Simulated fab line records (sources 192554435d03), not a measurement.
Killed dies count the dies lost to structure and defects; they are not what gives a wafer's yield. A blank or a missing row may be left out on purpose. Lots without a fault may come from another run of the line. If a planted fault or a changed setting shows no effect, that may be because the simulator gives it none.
What tool caused it? + flow n5-finfet + Sampling: 10 lots, 30 wafers, 5 of 1938 route steps

## WHAT THE GAUGES SHOWED, per wafer
N5_WELL_APT_INSPECT_10: inspects for defects (macro). Usual: raw-defect-count at 2.2, with a standard deviation of 1.4.
| lot  | measured    | on                | raw-defect-count | flag |
|------|-------------|-------------------|------------------|------|
| L839 | day 1 19:44 | defect-inspect-02 | 5 3 1            |      |
| L840 | day 2 01:45 | defect-inspect-01 | 4 2 0            |      |
| L841 | day 2 07:52 | defect-inspect-02 | 1 3 2            |      |
| L842 | day 2 14:47 | defect-inspect-02 | 0 4 3            |      |
| L844 | day 3 01:44 | defect-inspect-01 | 3 3 4            |      |
| L845 | day 3 07:53 | defect-inspect-01 | 2 2 3            |      |
| L847 | day 3 19:58 | defect-inspect-02 | 4 2 1            |      |
| L852 | day 5 01:52 | defect-inspect-01 | 2 2 3            |      |
| L854 | day 5 14:54 | defect-inspect-01 | 2 0 2            |      |
| L860 | day 7 01:43 | defect-inspect-02 | 4 2 2            |      |

N5_BEOL_M4_RC_MEAS_101. Usual: CJ_N 4.36, standard deviation 0.063; DIBL_N 35.8 mV/V, standard deviation 1.4; DIBL_P 35.8 mV/V, standard deviation 1.6; IOFF_N 0.152 nA/um, standard deviation 0.021; IOFF_P 0.204 nA/um, standard deviation 0.027; ION_N 672 uA/um, standard deviation 8.7; ION_P 461 uA/um, standard deviation 6.2; SS_N 71.5 mV/dec, standard deviation 0.54; SS_P 73.1 mV/dec, standard deviation 0.57; VT_N 250.0 mV, standard deviation 2.5; VT_P -250.6 mV, standard deviation 2.7.
| lot  | measured     | on        | CJ_N           | DIBL_N (mV/V)  | DIBL_P (mV/V)  | IOFF_N (nA/um)    | IOFF_P (nA/um)    | ION_N (uA/um) | ION_P (uA/um) | SS_N (mV/dec)  | SS_P (mV/dec)  | VT_N (mV)         | VT_P (mV)            | flag |
|------|--------------|-----------|----------------|----------------|----------------|-------------------|-------------------|---------------|---------------|----------------|----------------|-------------------|----------------------|------|
| L839 | day 9 00:26  | prober-01 | 4.40 4.45 4.47 | 36.7 35.8 35.3 | 38.0 37.4 36.7 | 0.175 0.163 0.156 | 0.212 0.192 0.185 | 683 692 680   | 463 462 461   | 72.8 72.6 72.0 | 73.2 72.9 72.8 | 251.0 249.6 250.9 | -252.0 -252.6 -254.4 |      |
| L840 | day 8 23:56  | prober-02 | 4.45 4.36 4.37 | 34.7 35.5 35.3 | 34.2 35.7 34.9 | 0.138 0.151 0.144 | 0.192 0.212 0.207 | 671 678 673   | 461 464 460   | 71.9 71.5 71.2 | 73.5 73.1 73.0 | 247.8 248.7 247.1 | -249.0 -249.7 -249.5 |      |
| L841 | day 9 06:34  | prober-01 | 4.40 4.43 4.40 | 36.0 34.9 37.7 | 32.6 31.8 34.9 | 0.124 0.118 0.149 | 0.196 0.184 0.226 | 663 667 677   | 462 457 468   | 71.8 70.7 71.3 | 72.6 72.6 73.8 | 254.1 252.7 250.1 | -248.2 -249.2 -246.0 |      |
| L842 | day 9 07:11  | prober-02 | 4.37 4.38 4.34 | 35.7 35.0 35.7 | 36.7 35.6 37.1 | 0.159 0.147 0.171 | 0.223 0.202 0.229 | 679 667 686   | 466 464 463   | 72.1 71.3 71.1 | 73.0 72.2 72.8 | 247.3 246.3 245.7 | -249.0 -247.8 -248.5 |      |
| L844 | day 9 23:45  | prober-02 | 4.37 4.37 4.33 | 36.8 34.2 36.4 | 37.3 34.0 37.8 | 0.168 0.117 0.171 | 0.235 0.185 0.241 | 688 671 680   | 473 464 470   | 71.8 70.6 72.0 | 74.4 73.1 73.7 | 249.5 252.3 249.9 | -250.4 -251.4 -248.4 |      |
| L845 | day 10 09:29 | prober-02 | 4.39 4.31 4.42 | 36.6 36.0 33.9 | 37.1 37.2 34.4 | 0.160 0.155 0.123 | 0.233 0.227 0.188 | 679 671 679   | 465 467 468   | 71.1 71.5 71.0 | 72.5 73.1 72.1 | 248.2 247.8 251.9 | -248.4 -247.3 -248.1 |      |
| L847 | day 10 14:46 | prober-02 | 4.31 4.35 4.39 | 37.4 35.9 35.4 | 36.9 35.8 34.2 | 0.174 0.151 0.139 | 0.204 0.184 0.163 | 678 673 669   | 457 455 452   | 71.3 71.7 71.7 | 72.9 72.6 72.9 | 247.5 249.7 251.3 | -251.8 -251.9 -254.3 |      |
| L852 | day 12 02:23 | prober-02 | 4.82 4.77 4.75 | 34.6 36.7 35.1 | 35.6 38.5 36.8 | 0.133 0.159 0.149 | 0.187 0.233 0.212 | 668 662 669   | 458 461 464   | 71.6 71.8 71.2 | 72.2 73.4 73.0 | 251.1 249.9 247.3 | -250.8 -249.8 -251.7 | OFF  |
| L854 | day 12 05:37 | prober-02 | 4.75 4.80 4.80 | 34.3 34.1 34.4 | 35.1 34.7 34.9 | 0.128 0.120 0.124 | 0.181 0.163 0.170 | 668 656 658   | 459 454 455   | 71.3 70.8 71.2 | 72.5 72.5 72.5 | 252.4 254.1 255.0 | -254.1 -255.6 -256.3 | OFF  |
| L860 | day 14 04:25 | prober-02 | 4.37 4.40 4.38 | 36.5 36.4 36.7 | 34.4 34.3 34.6 | 0.165 0.173 0.174 | 0.203 0.205 0.209 | 681 680 670   | 463 457 466   | 71.1 71.3 71.8 | 74.1 72.7 73.6 | 247.6 247.0 247.0 | -251.2 -249.2 -248.4 |      |

## EACH LOT AND THE TOOL THAT RAN IT (in order: tool; ch and the chambers of the sampled wafers; start)
| lot  | N5_ZERO_LAYER_ETCH_18           | N5_WELL_APT_IMPLANT_32         | N5_WELL_APT_RTA_34              |
|------|---------------------------------|--------------------------------|---------------------------------|
| L839 | rie-si-03 ch 0,2,3, day 1 18:55 | implanter-01 ch 0, day 1 21:23 | rtp-anneal-01 ch 0, day 1 21:52 |
| L840 | rie-si-03 ch 1,3, day 2 00:48   | implanter-01 ch 0, day 2 03:21 | rtp-anneal-02 ch 0, day 2 03:55 |
| L841 | rie-si-03 ch 0,2,3, day 2 06:55 | implanter-01 ch 0, day 2 09:29 | rtp-anneal-01 ch 0, day 2 09:59 |
| L842 | rie-si-03 ch 0,2,3, day 2 13:13 | implanter-01 ch 0, day 2 16:29 | rtp-anneal-01 ch 0, day 2 16:56 |
| L844 | rie-si-06 ch 2,3, day 3 00:47   | implanter-02 ch 0, day 3 03:25 | rtp-anneal-02 ch 0, day 3 03:53 |
| L845 | rie-si-03 ch 0,2,3, day 3 06:56 | implanter-02 ch 0, day 3 10:13 | rtp-anneal-01 ch 0, day 3 10:42 |
| L847 | rie-si-03 ch 0,1, day 3 19:08   | implanter-02 ch 0, day 3 21:35 | rtp-anneal-02 ch 0, day 3 22:05 |
| L852 | rie-si-04 ch 0,1,3, day 5 00:55 | implanter-01 ch 0, day 5 03:28 | rtp-anneal-01 ch 0, day 5 03:56 |
| L854 | rie-si-03 ch 1,2,3, day 5 13:57 | implanter-01 ch 0, day 5 16:28 | rtp-anneal-01 ch 0, day 5 16:56 |
| L860 | rie-si-04 ch 1,3, day 7 00:52   | implanter-02 ch 0, day 7 03:22 | rtp-anneal-02 ch 0, day 7 03:56 |
- N5_ZERO_LAYER_ETCH_18: etches Si in HBr/Cl2, target depth 120 nm, time 40 s.
- N5_WELL_APT_IMPLANT_32
- N5_WELL_APT_RTA_34: time 10 s.

## AS READ BY THE TOOLS THEMSELVES (means over the sampled wafers that have a number; for cases with no such wafer, the mark the record gives instead)
N5_ZERO_LAYER_ETCH_18. Usual: drypump-motor-current-A 5.8 A, standard deviation 0.41; oes-product-au 1.007 a.u., standard deviation 0.017; throttle-valve-pct 36.37 %, standard deviation 0.28.
| lot  | tool      | drypump-motor-current-A (A) | oes-product-au (a.u.) | throttle-valve-pct (%) | flag |
|------|-----------|-----------------------------|-----------------------|------------------------|------|
| L839 | rie-si-03 | 6.0                         | 1.010                 | 36.39                  |      |
| L840 | rie-si-03 | 6.1                         | 1.002                 | 36.52                  |      |
| L841 | rie-si-03 | 6.0                         | 1.021                 | 36.41                  |      |
| L842 | rie-si-03 | 6.0                         | 1.016                 | 36.39                  |      |
| L844 | rie-si-06 | 5.9                         | 1.013                 | 36.13                  |      |
| L845 | rie-si-03 | 6.0                         | 1.012                 | 36.39                  |      |
| L847 | rie-si-03 | 5.6                         | 1.016                 | 36.77                  |      |
| L852 | rie-si-04 | 5.4                         | 1.007                 | 36.36                  |      |
| L854 | rie-si-03 | 6.0                         | 1.011                 | 36.40                  |      |
| L860 | rie-si-04 | 5.7                         | 1.006                 | 36.43                  |      |

N5_WELL_APT_IMPLANT_32. Usual: dose-ions-cm2 2.0003e+13, standard deviation 2.3e+10; faraday-current-uA 254, standard deviation 5.
| lot  | tool         | dose-ions-cm2 | faraday-current-uA | flag |
|------|--------------|---------------|--------------------|------|
| L839 | implanter-01 | 2.0006e+13    | 257                |      |
| L840 | implanter-01 | 2.0019e+13    | 253                |      |
| L841 | implanter-01 | 2.0021e+13    | 254                |      |
| L842 | implanter-01 | 2.0015e+13    | 263                |      |
| L844 | implanter-02 | 2.0001e+13    | 256                |      |
| L845 | implanter-02 | 1.9989e+13    | 257                |      |
| L847 | implanter-02 | 1.9993e+13    | 254                |      |
| L852 | implanter-01 | 2.4252e+13    | 309                | OFF  |
| L854 | implanter-01 | 2.4237e+13    | 301                | OFF  |
| L860 | implanter-02 | 1.9991e+13    | 253                |      |

N5_WELL_APT_RTA_34. Usual: lamp-power-pct 13.01 %, standard deviation 0.052; wafer_temp_C_max 1003.4, standard deviation 1.
| lot  | tool          | lamp-power-pct (%) | wafer_temp_C_max | flag |
|------|---------------|--------------------|------------------|------|
| L839 | rtp-anneal-01 | 12.95              | 1004.5           |      |
| L840 | rtp-anneal-02 | 13.04              | 1004.3           |      |
| L841 | rtp-anneal-01 | 13.01              | 1003.1           |      |
| L842 | rtp-anneal-01 | 13.00              | 1003.2           |      |
| L844 | rtp-anneal-02 | 13.05              | 1003.4           |      |
| L845 | rtp-anneal-01 | 13.01              | 1003.1           |      |
| L847 | rtp-anneal-02 | 13.01              | 1002.8           |      |
| L852 | rtp-anneal-01 | 13.01              | 1004.3           |      |
| L854 | rtp-anneal-01 | 13.03              | 1003.9           |      |
| L860 | rtp-anneal-02 | 13.00              | 1003.4           |      |

## THE ANSWER, worked out from the rows above alone
Rule: a lot is off if the mean of its wafers that have a number lies more than 3 standard deviations from the usual mean. Also off: a lot with no number at a reading for which 4 or more lots have one. The other lots that the step has rows for count as sound. Order of review: gauges by route order, followed by the tools' own readings, for which a lot's mean as printed above is used. At the first step where some lot is off, the reading lying furthest off is the one used; lots without a number count as furthest.
Off: at N5_BEOL_M4_RC_MEAS_101 (CJ_N), L852, L854.
A tool fits if, at a process step before that reading, it ran every lot that is off, and no sound lot after the first of them. The gauges at N5_BEOL_M4_RC_MEAS_101 aren't tried: what is off there is off at N5_WELL_APT_IMPLANT_32 too, on other tools, and a gauge's error can't cause that. This does not decide it: 2 tools fit, namely implanter-01 at N5_WELL_APT_IMPLANT_32 and rtp-anneal-01 at N5_WELL_APT_RTA_34.

## WHAT THE SIMULATOR HAD INSERTED
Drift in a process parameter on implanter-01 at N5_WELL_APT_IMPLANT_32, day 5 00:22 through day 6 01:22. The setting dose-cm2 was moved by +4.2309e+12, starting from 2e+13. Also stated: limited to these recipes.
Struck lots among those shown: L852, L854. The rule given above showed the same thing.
